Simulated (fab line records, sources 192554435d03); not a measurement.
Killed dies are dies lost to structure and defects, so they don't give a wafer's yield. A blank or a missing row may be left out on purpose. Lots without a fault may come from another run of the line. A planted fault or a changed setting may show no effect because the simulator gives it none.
fab line records | flow n5_finfet | part 2 of 2: steps 29 to 33 of 33
record lots=5 wafers=15 last_day=17
route steps=1938 shown BEOL_M1@828 BEOL_M2@841
lots that met no fault: from a run of the same line without faults
start_h: hours from the record's first day to the start of the lot's first wafer shown | wait_h: hours since the lot's step before | " the same as in the row above | L1.1+2: a row that stands for several wafers | - no value, or no start given | * or withheld: withheld | < > ~ a bound
route shown NAME@n: a module of which the file shows steps, and the number in the route of the first | usual: mean/standard deviation of fault-free wafers | same: alike in all rows | chamber/n: place in a boat | sites: the reading at each site | _std_site: their standard deviation | _edge_site: outer sites' mean less inner sites' | radius_mm: how far each site lies from the wafer's centre | mask NAME#n: copy n | behind: the tool/chamber that last shaped the wafer | hold: why the lot was held/for how many hours/how that ended | device: the transistor (n, p or np) that didn't switch | end of line: the same wafers' tests at the end of the route | a step without rows: its recipe alone | killed: dies lost to structure and defects at the first sort, not the wafer's yield | map: a wafer's dies, x killed, . not, _ none there
set.NAME: the setting as run; set.NAME@STEP: as run at that earlier step | model.NAME: the simulator's own value behind a step, which no gauge read
lots at some steps of the route; a table a step, a row a wafer
services: from which hour (start_h, from the record's first day; less than 0 if before it) a tool's chamber was out of use, for how many hours, and why
## steps
# step N5_BEOL_M2_INSPECT_13
# recipe mode=adi inspect_instrument=brightfield
# usual raw_defect_count=436/100
# columns lot.wafer tool chamber start_h wait_h raw_defect_count
L077.2 defect_inspect-02 - 147.15 0.0 450
L077.4 " - " " 347
L077.5 " - " " 413
L082.1 defect_inspect-02 - 186.67 0.1 452
L082.4 " - " " 435
L082.5 " - " " 490
L086.2 defect_inspect-01 - 210.38 0.0 603
L086.5 " - " " 922
L086.6 " - " " 903
L095.3 defect_inspect-01 - 259.35 0.0 368
L095.5 " - " " 451
L095.6 " - " " 571
L096.2 defect_inspect-02 - 264.71 0.0 466
L096.3 " - " " 332
L096.4 " - " " 277
# step N5_BEOL_M2_DESCUM_16
# recipe chemistry=O2 time_s=7 source_power_w=50 bias_power_w=20 pressure_mtorr=20 rf_frequency_hz=2.712e+07 temp_c=40 resist=CAR-EUV o2_flow_sccm=225
# usual drypump_motor_current_A=5.62/0.29 oes_product_au=0.79/0.083 rf_vpp_V=242.8/1.1 showerhead_plenum_p_Torr=2.05/0.055 throttle_valve_pct=20.41/0.25
# columns lot.wafer tool chamber start_h wait_h drypump_motor_current_A oes_product_au rf_hours_counter_h rf_vpp_V showerhead_plenum_p_Torr throttle_valve_pct
L077.2 rie_diel-06 2 147.19 0.0 5.54 0.86 66 244.1 2.11 20.30
L077.4 " 1 " " 5.40 0.91 - 242.8 2.14 20.33
L077.5 " 2 " " 5.51 0.85 - 243.1 2.11 20.32
L082.1 rie_diel-03 3 187.74 1.1 5.86 0.74 169 243.7 2.05 20.08
L082.4 " 0 " " 5.09 0.69 241 244.3 2.15 20.34
L082.5 " 2 " " 5.68 0.88 - 243.9 2.12 20.17
L086.2 rie_diel-06 1 210.41 0.0 5.40 0.87 44 243.9 2.13 20.33
L086.5 " 0 " " 6.05 0.85 - 243.4 2.03 20.17
L086.6 " 3 " " 5.93 0.68 - 241.7 1.98 20.67
L095.3 rie_diel-06 2 259.42 0.1 5.52 0.82 97 243.9 2.10 20.35
L095.5 " 2 " " 5.51 0.83 - 244.2 2.10 20.37
L095.6 " 1 " " 5.42 0.84 - 244.0 2.12 20.36
L096.2 rie_diel-02 1 265.20 0.5 5.21 0.72 161 243.1 2.00 20.95
L096.3 " 0 " " 5.68 0.69 242 241.7 1.95 20.51
L096.4 " 2 " " 5.68 0.68 246 243.3 2.04 20.60
# step N5_BEOL_M2_ETCH_74
# recipe chemistry=N2/H2 target=underlayer target_depth_a=65 mask_material=CAR-EUV time_s=5.2 ion_energy_ev=200 pressure_mtorr=30 source_w=840 bias_w=150 n2_flow_sccm=200 h2_flow_sccm=200 ends=cleared
# usual drypump_motor_current_A=5.63/0.3 etch_rf_on_time_s=5.27/0.18 oes_product_au=0.68/0.07 rf_vpp_V=522.8/2 showerhead_plenum_p_Torr=2.50/0.069 throttle_valve_pct=17.9/0.31
# columns lot.wafer tool chamber start_h wait_h drypump_motor_current_A etch_rf_on_time_s oes_product_au rf_hours_counter_h rf_vpp_V showerhead_plenum_p_Torr throttle_valve_pct
L077.2 rie_diel-06 2 147.22 0.0 5.55 4.94 0.75 66 525.0 2.59 18.0
L077.4 " 1 " " 5.41 5.09 0.79 - 523.8 2.60 17.7
L077.5 " 2 " " 5.55 5.04 0.74 - 524.4 2.60 18.0
L082.1 rie_diel-03 3 187.77 0.0 5.91 5.55 0.61 169 522.8 2.53 17.8
L082.4 " 0 " " 5.10 5.07 0.60 241 524.8 2.62 17.8
L082.5 " 2 " " 5.74 5.35 0.74 - 524.9 2.56 17.5
L086.2 rie_diel-06 1 210.45 0.0 5.41 5.17 0.75 44 522.9 2.59 17.7
L086.5 " 0 " " 6.09 5.58 0.71 - 521.6 2.47 17.6
L086.6 " 3 " " 5.93 5.31 0.59 - 519.8 2.40 18.0
L095.3 rie_diel-06 2 259.46 0.0 5.54 4.98 0.74 97 524.6 2.58 18.1
L095.5 " 2 " " 5.53 5.01 0.71 - 525.1 2.58 18.1
L095.6 " 1 " " 5.42 5.12 0.74 - 524.1 2.59 17.7
L096.2 rie_diel-02 1 265.23 0.0 5.21 5.25 0.62 161 522.8 2.44 18.4
L096.3 " 0 " " 5.69 5.63 0.58 242 520.1 2.44 18.4
L096.4 " 2 " " 5.71 5.12 0.59 246 520.8 2.50 18.2
# step N5_BEOL_M2_ETCH_63
# recipe chemistry=CF4 target=SiARC target_depth_a=156 mask_material=CAR-EUV time_s=26 ion_energy_ev=80 pressure_mtorr=40 source_w=545 bias_w=36 Ar_flow_sccm=100 cf4_flow_sccm=100 ends=cleared
# usual drypump_motor_current_A=5.62/0.29 etch_rf_on_time_s=26.3/0.85 oes_product_au=0.68/0.07 rf_vpp_V=183.7/1 showerhead_plenum_p_Torr=2.11/0.055 throttle_valve_pct=15.61/0.24
# columns lot.wafer tool chamber start_h wait_h drypump_motor_current_A etch_rf_on_time_s oes_product_au rf_hours_counter_h rf_vpp_V showerhead_plenum_p_Torr throttle_valve_pct
L077.2 rie_diel-06 2 147.24 0.0 5.53 25.3 0.75 66 184.3 2.18 15.50
L077.4 " 1 " " 5.40 25.1 0.79 - 184.5 2.18 15.41
L077.5 " 2 " " 5.53 25.2 0.74 - 185.2 2.18 15.49
L082.1 rie_diel-03 3 187.79 0.0 5.93 27.3 0.62 169 183.9 2.12 15.51
L082.4 " 0 " " 5.08 25.4 0.59 241 186.7 2.20 15.63
L082.5 " 2 " " 5.69 27.1 0.75 - 184.0 2.19 15.45
L086.2 rie_diel-06 1 210.46 0.0 5.41 25.7 0.75 44 184.1 2.17 15.46
L086.5 " 0 " " 6.05 27.2 0.72 - 184.6 2.08 15.34
L086.6 " 3 " " 5.94 26.2 0.59 - 182.5 2.04 15.90
L095.3 rie_diel-06 2 259.47 0.0 5.55 24.9 0.72 97 184.6 2.17 15.56
L095.5 " 2 " " 5.54 25.2 0.71 - 183.4 2.17 15.56
L095.6 " 1 " " 5.39 25.6 0.73 - 185.4 2.17 15.50
L096.2 rie_diel-02 1 265.25 0.0 5.22 26.0 0.62 161 182.5 2.07 16.11
L096.3 " 0 " " 5.68 27.3 0.59 242 183.5 2.03 15.92
L096.4 " 2 " " 5.69 25.4 0.59 246 183.7 2.10 15.89
# step N5_BEOL_M2_ETCH_64
# recipe chemistry=N2/H2 target=SOC target_depth_a=750 overetch_a=225 mask_material=SiARC temp_c=40 time_s=121.9 ion_energy_ev=200 pressure_mtorr=30 source_w=840 bias_w=150 n2_flow_sccm=200 h2_flow_sccm=200
# usual drypump_motor_current_A=5.63/0.3 oes_product_au=0.61/0.059 rf_vpp_V=522.9/2 showerhead_plenum_p_Torr=2.50/0.069 throttle_valve_pct=17.8/0.31
# columns lot.wafer tool chamber start_h wait_h drypump_motor_current_A oes_product_au rf_hours_counter_h rf_vpp_V showerhead_plenum_p_Torr throttle_valve_pct
L077.2 rie_diel-06 2 147.27 0.0 5.55 0.66 66 525.3 2.60 18.0
L077.4 " 1 " " 5.41 0.69 - 527.1 2.60 17.6
L077.5 " 2 " " 5.55 0.65 - 524.4 2.60 18.0
L082.1 rie_diel-03 3 187.82 0.0 5.92 0.56 169 523.3 2.53 17.7
L082.4 " 0 " " 5.10 0.52 241 525.1 2.62 17.7
L082.5 " 2 " " 5.70 0.67 - 524.7 2.56 17.5
L086.2 rie_diel-06 1 210.49 0.0 5.42 0.66 44 525.5 2.59 17.7
L086.5 " 0 " " 6.02 0.67 - 522.4 2.47 17.5
L086.6 " 3 " " 5.92 0.53 - 522.1 2.40 17.9
L095.3 rie_diel-06 2 259.50 0.0 5.55 0.63 97 524.1 2.58 18.0
L095.5 " 2 " " 5.54 0.62 - 523.8 2.58 18.0
L095.6 " 1 " " 5.40 0.65 - 523.7 2.59 17.7
L096.2 rie_diel-02 1 265.28 0.0 5.22 0.55 161 521.3 2.44 18.3
L096.3 " 0 " " 5.69 0.54 242 521.3 2.44 18.4
L096.4 " 2 " " 5.70 0.52 246 522.6 2.50 18.2
## services
# columns tool chamber start_h hours kind
cvd_co-01 - 129.85 14.6 pm
pvd_sputter-01 - 131.36 1.3 repair
euv_scanner-01 - 133.86 4.6 pm
cmp-04 - 136.63 9.2 pm
rie_diel-06 3 143.16 8.3 repair
pecvd-02 - 144.46 0.7 repair
pecvd-04 - 148.13 1.1 repair
cvd_co-02 - 149.86 1.0 repair
euv_scanner-01 - 171.36 1.0 pm
rie_diel-06 - 174.34 14.6 pm
pecvd-04 - 175.90 0.9 repair
euv_scanner-01 - 177.31 8.6 repair
pecvd-01 - 186.49 2.8 pm
euv_scanner-01 - 192.91 0.1 repair
rie_diel-02 - 198.01 0.6 repair
rie_diel-02 1 204.08 6.8 repair
rie_diel-02 - 223.96 2.3 repair
euv_scanner-01 - 227.51 1.0 pm
rie_diel-03 2 228.06 8.4 repair
rie_diel-06 2 235.93 8.0 repair
cvd_co-01 - 237.63 2.8 pm
rie_diel-02 0 246.25 4.4 repair
rie_diel-06 3 253.06 2.6 repair
pecvd-02 1 261.67 13.0 repair
